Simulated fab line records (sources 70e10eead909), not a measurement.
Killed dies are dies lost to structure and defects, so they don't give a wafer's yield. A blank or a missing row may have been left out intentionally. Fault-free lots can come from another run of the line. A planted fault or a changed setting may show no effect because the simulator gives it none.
Which tool did it? -- flow nand_harc -- 13 lots with 39 wafers sampled at 4 steps, on a route of 1159 steps

== WHAT THE GAUGES READ, wafer by wafer ==
NHARC_END_SORT_01. Usual: defect_limited_yield 95.1 %, standard deviation 1.5; killed_at_array 29, standard deviation 10; killed_at_other 0.7, standard deviation 1; killed_at_periphery 3.7, standard deviation 2.6; killed_dies 33, standard deviation 10; killed_open 3.4, standard deviation 1.8; killed_short 1.8, standard deviation 1.3; sort_bin_2_pct 1.5 %, standard deviation 0.64; sort_bin_3_pct 0.29 %, standard deviation 0.24; sort_bin_4_pct 3.1 %, standard deviation 0.95; sort_n_pass 644, standard deviation 10; sort_rim_yield_pct 96.9 %, standard deviation 2.6; sort_yield_pct 95.1 %, standard deviation 1.5.
lot,measured,on,defect_limited_yield (%),killed_at_array,killed_at_other,killed_at_periphery,killed_dies,killed_open,killed_short,sort_bin_2_pct (%),sort_bin_3_pct (%),sort_bin_4_pct (%),sort_n_pass,sort_rim_yield_pct (%),sort_yield_pct (%),flag
L798,day 21 04:43,prober-02,35.9 36.2 30.7,12 10 17,0 0 0,422 422 452,434 432 469,2 1 4,0 0 1,25.0 25.1 23.3,5.17 5.02 6.79,34.0 33.7 39.1,243 245 208,28.3 32.1 31.1,35.9 36.2 30.7,OFF
L802,day 22 03:57,prober-02,33.7 31.0 31.5,17 18 16,3 1 0,429 448 448,449 467 464,2 3 3,0 1 2,26.3 24.4 28.2,5.76 6.35 5.91,34.3 38.3 34.4,228 210 213,32.1 30.2 34.0,33.7 31.0 31.5,OFF
L808,day 23 15:43,prober-02,92.6 92.0 91.3,46 51 56,3 1 2,1 2 1,50 54 59,5 2 2,1 1 1,3.2 2.8 2.7,0.30 0.59 0.59,3.8 4.6 5.5,627 623 618,89.6 92.5 96.2,92.6 92.0 91.3,
L810,day 24 01:05,prober-02,96.6 95.6 96.2,20 24 24,0 0 0,3 6 2,23 30 26,3 4 3,2 2 2,1.3 2.1 1.3,0 0.15 0.15,2.1 2.2 2.4,654 647 651,100.0 96.2 100.0,96.6 95.6 96.2,

== EACH LOT AND THE TOOL THAT RAN IT (in order: tool; ch and the chambers of the sampled wafers; start) ==
lot,NHARC_P_BONDPAD_ECD_18,NHARC_THIN_TSV_CMP_01,NHARC_THIN_TSV_DEGAS_49
L792,"ecd_cu-02 ch 0,1, day 6 22:24","cmp-01 ch 0,1,3, day 18 18:22","pvd_sputter-02, day 18 22:26"
L791,"ecd_cu-02 ch 0,1, day 7 00:30","cmp-03 ch 0,2,3, day 18 19:32","pvd_sputter-01, day 18 23:55"
L793,"ecd_cu-01 ch 0,1, day 7 07:51","cmp-04 ch 0,2,3, day 19 07:59","pvd_sputter-01, day 19 11:55"
L795,"ecd_cu-02 ch 0,1, day 7 11:58","cmp-04 ch 0,1,3, day 18 20:44","pvd_sputter-03, day 19 00:46"
L794,"ecd_cu-01 ch 0,1, day 7 12:15","cmp-04 ch 0,1,3, day 18 21:59","pvd_sputter-02, day 19 02:13"
L796,"ecd_cu-01 ch 0,1, day 7 16:38","cmp-03 ch 0,1, day 19 06:47","pvd_sputter-03, day 19 10:53"
L798,"ecd_cu-02 ch 0,1, day 8 06:11","cmp-04 ch 0,3, day 20 09:19","pvd_sputter-02, day 20 13:28"
L802,"ecd_cu-02 ch 0,1, day 9 18:59","cmp-03 ch 2,3, day 21 10:58","pvd_sputter-03, day 21 14:57"
L808,"ecd_cu-01 ch 0,1, day 10 13:55","cmp-03 ch 0,1, day 22 18:56","pvd_sputter-02, day 22 23:04"
L810,"ecd_cu-01 ch 0,1, day 11 04:07","cmp-01 ch 0,2,3, day 23 02:32","pvd_sputter-02, day 23 06:44"
L811,"ecd_cu-01 ch 0,1, day 11 09:50","cmp-04 ch 0,3, day 23 03:44","pvd_sputter-01, day 23 07:48"
L812,"ecd_cu-01 ch 0,1, day 11 18:22","cmp-01 ch 0,1, day 23 16:17","pvd_sputter-02, day 23 20:18"
L814,"ecd_cu-02 ch 0,1, day 12 00:55","cmp-01 ch 0,2,3, day 24 05:47","pvd_sputter-01, day 24 10:05"
- NHARC_P_BONDPAD_ECD_18: material Cu, target thk 400 nm.
- NHARC_THIN_TSV_CMP_01: polishes.
- NHARC_THIN_TSV_DEGAS_49: time 120 s.

== WHAT THE TOOLS THEMSELVES READ (means of the sampled wafers that have a number; where no wafer has one, the mark that the record gives instead) ==
NHARC_P_BONDPAD_ECD_18. Usual: bath_temp_c at 25.00 C, with a standard deviation of 0.11.
lot,tool,bath_temp_c (C),flag
L792,ecd_cu-02,25.02,
L791,ecd_cu-02,24.99,
L793,ecd_cu-01,24.97,
L795,ecd_cu-02,25.00,
L794,ecd_cu-01,25.01,
L796,ecd_cu-01,25.04,
L798,ecd_cu-02,25.04,
L802,ecd_cu-02,24.96,
L808,ecd_cu-01,25.12,
L810,ecd_cu-01,25.10,
L811,ecd_cu-01,24.97,
L812,ecd_cu-01,25.04,
L814,ecd_cu-02,25.06,

NHARC_THIN_TSV_CMP_01. Usual: motor_current_A at 12.1 A, with a standard deviation of 1.5.
lot,tool,motor_current_A (A),flag
L792,cmp-01,11.6,
L791,cmp-03,12.9,
L793,cmp-04,12.7,
L795,cmp-04,11.9,
L794,cmp-04,12.0,
L796,cmp-03,11.0,
L798,cmp-04,11.8,
L802,cmp-03,14.5,
L808,cmp-03,10.7,
L810,cmp-01,11.4,
L811,cmp-04,11.9,
L812,cmp-01,12.0,
L814,cmp-01,11.4,

NHARC_THIN_TSV_DEGAS_49. Usual: heater_power_w at 431 W, with a standard deviation of 43.
lot,tool,heater_power_w (W),flag
L792,pvd_sputter-02,427,
L791,pvd_sputter-01,394,
L793,pvd_sputter-01,395,
L795,pvd_sputter-03,441,
L794,pvd_sputter-02,420,
L796,pvd_sputter-03,465,
L798,pvd_sputter-02,414,
L802,pvd_sputter-03,440,
L808,pvd_sputter-02,431,
L810,pvd_sputter-02,438,
L811,pvd_sputter-01,447,
L812,pvd_sputter-02,408,
L814,pvd_sputter-01,444,

== THE ANSWER, worked out from the rows above alone ==
Rule: take the mean of a lot's wafers that have a number; if it is more than 3 standard deviations from the usual mean, the lot is off. A lot without any number at a reading at which 4 lots or more have one is off too. The other lots that the step has rows for count as sound. After the gauges, taken in route order, come the tools' own readings; for these a lot's mean is taken, as printed above. The first step at which some lot is off is used, and at that step the reading that is off furthest; a lot without a number counts as furthest.
Off: L798, L802 (NHARC_END_SORT_01, killed_at_periphery). Neither off nor sound, because the step has no rows for them: L792, L791, L793, L795, L794, L796, L811, L812, L814.
If a tool, at a process step before that reading, ran all the lots that are off and no sound lot after the first of them, it fits. Gauges at NHARC_END_SORT_01: tried the same way as those tools. One candidate fits, namely ecd_cu-02 at NHARC_P_BONDPAD_ECD_18. It ran no sound lot before its first lot that is off in this sample, so the start can't be narrowed down.
On the lots that are off, the tool's own readings at NHARC_P_BONDPAD_ECD_18 differ by more than 5 times the standard deviation of the sound lots' means, which bears it out; bath_temp_c reads 25.00 C there versus 25.11 C on the sound lots.

== WHAT THE SIMULATOR PUT IN ==
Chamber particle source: ecd_cu-02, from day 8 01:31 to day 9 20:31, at NHARC_P_BONDPAD_ECD_18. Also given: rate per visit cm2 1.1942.
Shown lots that were struck: L798, L802. The same result came from the rule above.
